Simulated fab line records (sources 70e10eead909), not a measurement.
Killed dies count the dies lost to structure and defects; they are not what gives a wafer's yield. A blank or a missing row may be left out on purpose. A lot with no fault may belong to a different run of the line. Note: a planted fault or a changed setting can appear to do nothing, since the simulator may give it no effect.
Chamber matching / flow nand_harc / 3 sister chambers for NHARC_A_STAIRCASE_DEP_322 on pecvd-03
The step deposits SiO2, target thk 3800 nm. 16 wafers are shown with their chamber, then 8 later ones without.

WAFERS, EACH WITH ITS CHAMBER
wafer=L078.2; chamber=2; heater_power_w (W)=897
wafer=L078.5; chamber=2; heater_power_w (W)=742
wafer=L078.6; chamber=0; heater_power_w (W)=489
wafer=L079.1; chamber=0; heater_power_w (W)=581
wafer=L079.2; chamber=2; heater_power_w (W)=744
wafer=L079.6; chamber=2; heater_power_w (W)=720
wafer=L081.2; chamber=1; heater_power_w (W)=827
wafer=L081.3; chamber=0; heater_power_w (W)=508
wafer=L081.4; chamber=2; heater_power_w (W)=745
wafer=L084.2; chamber=0; heater_power_w (W)=588
wafer=L084.4; chamber=0; heater_power_w (W)=493
wafer=L084.6; chamber=1; heater_power_w (W)=684
wafer=L085.3; chamber=1; heater_power_w (W)=822
wafer=L085.4; chamber=1; heater_power_w (W)=684
wafer=L085.5; chamber=0; heater_power_w (W)=500
wafer=L090.1; chamber=2; heater_power_w (W)=862

SIGNATURES (averages over the wafers above)
reading=heater_power_w; chamber 0=526.50; chamber 1=754.25; chamber 2=785.00; scatter within a chamber=66.7
Rule: for a wafer and a chamber, the distance is found by dividing, reading by reading, the gap between the wafer's reading and the chamber's mean by the reading's scatter, squaring, summing and taking the root. The wafer belongs to the nearest chamber; if the next one is less than 2 further off, it can't be placed. How the scatter is found: for the shown wafers, subtract from each reading the mean of its chamber, square and add these, divide the total by (wafers less chambers), then take the root.

WAFERS WITHOUT THEIR CHAMBER
wafer=L090.2; heater_power_w (W)=784
wafer=L090.5; heater_power_w (W)=513
wafer=L094.1; heater_power_w (W)=521
wafer=L094.2; heater_power_w (W)=829
wafer=L094.3; heater_power_w (W)=883
wafer=L095.1; heater_power_w (W)=522
wafer=L095.4; heater_power_w (W)=733
wafer=L095.5; heater_power_w (W)=693

CHAMBER TAKEN BY EACH
wafer=L090.2; from the rows above=can't be placed: 2 or 1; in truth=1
wafer=L090.5; from the rows above=0; in truth=0
wafer=L094.1; from the rows above=0; in truth=0
wafer=L094.2; from the rows above=can't be placed: 2 or 1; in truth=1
wafer=L094.3; from the rows above=can't be placed: 2 or 1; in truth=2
wafer=L095.1; from the rows above=0; in truth=0
wafer=L095.4; from the rows above=can't be placed: 1 or 2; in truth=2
wafer=L095.5; from the rows above=can't be placed: 1 or 2 or 0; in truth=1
3 of 8 placed correctly. Can't be placed from these rows: 5 (the true chamber is among the candidates in 5). Wrongly placed: 0.
